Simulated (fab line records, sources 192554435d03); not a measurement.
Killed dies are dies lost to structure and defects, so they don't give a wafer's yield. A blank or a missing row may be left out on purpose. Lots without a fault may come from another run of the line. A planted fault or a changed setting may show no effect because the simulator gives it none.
Chamber matching | flow n5_finfet | N5_BEOL_M0_CMP_120 on cmp-04: 4 sister chambers
The step polishes, stops on SiOC, t overpolish 6.9 s. 4 wafers are shown with their chamber, then 10 later ones without.

WAFERS WITH THEIR CHAMBER
wafer  | chamber | motor_current_A (A)
L084.1 | 3       | 6.5
L090.4 | 0       | 4.9
L093.1 | 1       | 5.2
L093.2 | 2       | 4.8

WAFERS WITHOUT THEIR CHAMBER
wafer  | motor_current_A (A)
L093.5 | 5.5
L095.1 | 5.0
L095.3 | 6.7
L095.5 | 5.3
L096.1 | 5.1
L096.2 | 4.9
L096.3 | 6.8
L097.2 | 5.4
L097.4 | 4.7
L097.6 | 5.1

WHICH CHAMBER EACH WENT THROUGH
wafer  | from the rows above          | in truth
L093.5 | can't be placed: 1 or 0      | 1
L095.1 | can't be placed: 0 or 1 or 2 | 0
L095.3 | 3                            | 3
L095.5 | can't be placed: 1 or 0      | 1
L096.1 | can't be placed: 1 or 0 or 2 | 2
L096.2 | can't be placed: 0 or 2 or 1 | 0
L096.3 | 3                            | 3
L097.2 | can't be placed: 1 or 0      | 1
L097.4 | can't be placed: 2 or 0      | 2
L097.6 | can't be placed: 1 or 0 or 2 | 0
Placed correctly: 2 of 10. Can't be placed from these rows: 8 (the true chamber is among the candidates in 8). Placed wrongly: 0.
How it was worked out, from the rows above alone: a wafer's distance from a chamber is the root of the sum, over the readings, of the square of ((its reading less the chamber's mean) divided by the reading's scatter). The wafer belongs to the nearest chamber; if the next one is less than 2 further off, it can't be placed. A chamber's mean is the mean of its shown wafers. The scatter: with one shown wafer a chamber, the root of the mean of the squares of how far each hidden wafer lies from its nearest shown one.
